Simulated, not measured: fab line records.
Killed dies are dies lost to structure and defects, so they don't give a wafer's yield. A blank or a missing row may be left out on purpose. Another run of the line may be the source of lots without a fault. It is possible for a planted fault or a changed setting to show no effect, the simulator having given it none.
2 desks, one fault / flow n5Finfet / every desk sees just its own numbers, and what lay behind them comes last

== FROM THE METROLOGY DESK ==
Means of the sampled wafers that have a number, per lot and without regard to the tool the lot ran on: this is what the gauges read. Marked OUT: a lot whose mean sits more than 4 standard deviations from the usual mean, which makes it out of limits; the brackets give that distance. It has 11 readings, of which 7 appear: the earliest out of limits, and the ones furthest out on some lot.
Columns: A = IOFF_N at N5_BEOL_M4_RC_MEAS_101, usual 0.16 nA/um; B = ION_N at N5_BEOL_M4_RC_MEAS_101, usual 671 uA/um; C = ION_P at N5_BEOL_M4_RC_MEAS_101, usual 460 uA/um; D = SS_P at N5_BEOL_M4_RC_MEAS_101, usual 73.2 mV/dec; E = VT_N at N5_BEOL_M4_RC_MEAS_101, usual 250 mV; F = VT_P at N5_BEOL_M4_RC_MEAS_101, usual -251 mV; G = M5_ILD_THK at N5_BEOL_M5_THK_MEAS_01, usual 121.3 nm
lot=L318; first seen here=day 7 18:34; A=0.16; B=665; C=454; D=73.1; E=248; F=-254; G=122.5
lot=L319; first seen here=day 7 22:47; A=0.14; B=667; C=456; D=72.9; E=252; F=-254; G=120.4
lot=L324; first seen here=day 8 23:41; A=0.18; B=668; C=456; D=73.7; E=248; F=-248; G=164.2 (+25) OUT
lot=L330; first seen here=day 11 02:31; A=0.17; B=668; C=455; D=73.4; E=250; F=-254; G=120.8
lot=L332; first seen here=day 11 03:08; A=0.16; B=671; C=457; D=73.3; E=249; F=-253; G=119.5
lot=L333; first seen here=day 11 18:04; A=0.12; B=662; C=463; D=72.6; E=252; F=-250; G=120.9
lot=L335; first seen here=day 12 05:04; A=0.18; B=690; C=471; D=73.9; E=246; F=-248; G=120.9
lot=L339; first seen here=day 13 03:22; A=0.17; B=672; C=465; D=73.3; E=250; F=-248; G=119.4
lot=L340; first seen here=day 13 12:14; A=0.13; B=664; C=458; D=72.8; E=255; F=-252; G=120.5
lot=L341; first seen here=day 13 12:32; A=0.14; B=668; C=459; D=73.2; E=252; F=-252; G=121.4
Per this desk, out of limits: L324; the first was L324, day 9 00:47 (M5_ILD_THK at N5_BEOL_M5_THK_MEAS_01). L318, L319, L330, L332, L333, L335, L339, L340, L341 stayed within limits.

== FOR THE TOOL OWNER'S DESK: pecvd-02 ==
The tool's own readings at N5_BEOL_M5_ILD_DEP_00 (deposits SiCOH lowk from DEMS/porogen, target thk 140.64 nm, time 25.9 s): means of the sampled wafers that have a number, for each lot that ran on this tool. Marked OUT: a lot whose mean sits more than 4 standard deviations from the usual mean, which makes it out of limits; the brackets give that distance.
Columns: A = heaterPowerW at N5_BEOL_M5_ILD_DEP_00, usual 314 W; B = showerheadPlenumPTorr at N5_BEOL_M5_ILD_DEP_00, usual 5.740 Torr; C = throttleValvePct at N5_BEOL_M5_ILD_DEP_00, usual 14.0 %
lot=L324; first seen here=day 9 00:13; A=310; B=5.732; C=13.9
lot=L339; first seen here=day 13 04:20; A=251; B=5.721; C=13.5
lot=L341; first seen here=day 13 13:20; A=308; B=5.739; C=14.1
This desk's verdict: no lot among the 3 shows anything out of limits.

== PUT TOGETHER ==
On L324, the metrology desk was in a position to raise an alarm at day 9 00:47.
Nothing out of limits was seen by the tool owner's desk.
Tool owner's desk: L324 on record, inside its limits.
Of the lots named, all ran N5_BEOL_M5_ILD_DEP_00 on pecvd-02.

== WHAT THE SIMULATOR HAD PUT IN ==
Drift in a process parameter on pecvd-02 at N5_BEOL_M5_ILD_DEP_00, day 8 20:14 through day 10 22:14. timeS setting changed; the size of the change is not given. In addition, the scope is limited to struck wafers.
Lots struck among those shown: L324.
Delay in hours, fault start to first out-of-limits reading, per desk: metrology desk 5.
